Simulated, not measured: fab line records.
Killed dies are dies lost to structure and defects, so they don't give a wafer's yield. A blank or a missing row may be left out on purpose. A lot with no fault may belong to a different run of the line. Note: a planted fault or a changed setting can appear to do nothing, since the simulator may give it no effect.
Matching of chambers ; flow n5 finfet ; N5_GATE_CUT_ETCH_19 on rie diel-05 has 4 sister chambers
The step etches SiNx in CH3F/O2, target depth 53.7 nm, time 76.7 s. 14 wafers are shown with their chamber, then 7 later ones without.

## WAFERS, EACH WITH ITS CHAMBER
wafer;chamber;showerhead plenum p Torr (Torr);drypump motor current A (A);rf vpp V (V)
L810.1;3;1.99;5.8;302
L810.3;2;2.01;5.3;290
L810.5;1;1.99;5.6;294
L813.2;3;1.99;5.8;304
L813.5;2;2.00;5.3;289
L813.6;1;1.98;5.5;292
L815.1;3;1.99;5.8;302
L815.4;0;2.07;5.8;301
L815.6;0;2.07;5.8;302
L816.1;3;1.99;5.8;302
L816.2;2;2.00;5.2;289
L816.5;2;2.00;5.3;291
L827.1;3;1.98;5.8;302
L827.4;2;2.00;5.2;289

SIGNATURES (averages over the wafers above)
reading;chamber 0;chamber 1;chamber 2;chamber 3;scatter within a chamber
showerhead plenum p Torr;2.0700;1.9850;2.0020;1.9880;0.00458
drypump motor current A;5.800;5.550;5.260;5.800;0.0412
rf vpp V;301.50;293.00;289.60;302.40;0.943
Rule: a wafer lies at a distance from a chamber equal to the root of the sum of squares, over the readings, of (its reading less the chamber's mean, divided by the reading's scatter). The wafer belongs to the nearest chamber; if the next one is less than 2 further off, it can't be placed. The scatter: the root of (the sum of the squares of (reading less its chamber's mean) over the shown wafers, divided by (wafers less chambers)).

## WAFERS WITH NO CHAMBER GIVEN
wafer;showerhead plenum p Torr (Torr);drypump motor current A (A);rf vpp V (V)
L827.5;2.06;5.8;300
L829.2;1.99;5.3;289
L829.3;2.06;5.8;302
L829.4;1.98;5.6;295
L830.2;1.98;5.8;303
L830.3;2.06;5.8;301
L830.6;1.99;5.3;290

## EACH ONE'S CHAMBER
wafer;from the rows above;in truth
L827.5;0;0
L829.2;2;2
L829.3;0;0
L829.4;1;1
L830.2;3;3
L830.3;0;0
L830.6;2;2
Correctly placed: 7 of 7. Can't be placed from these rows: 0. Placed wrongly: 0.
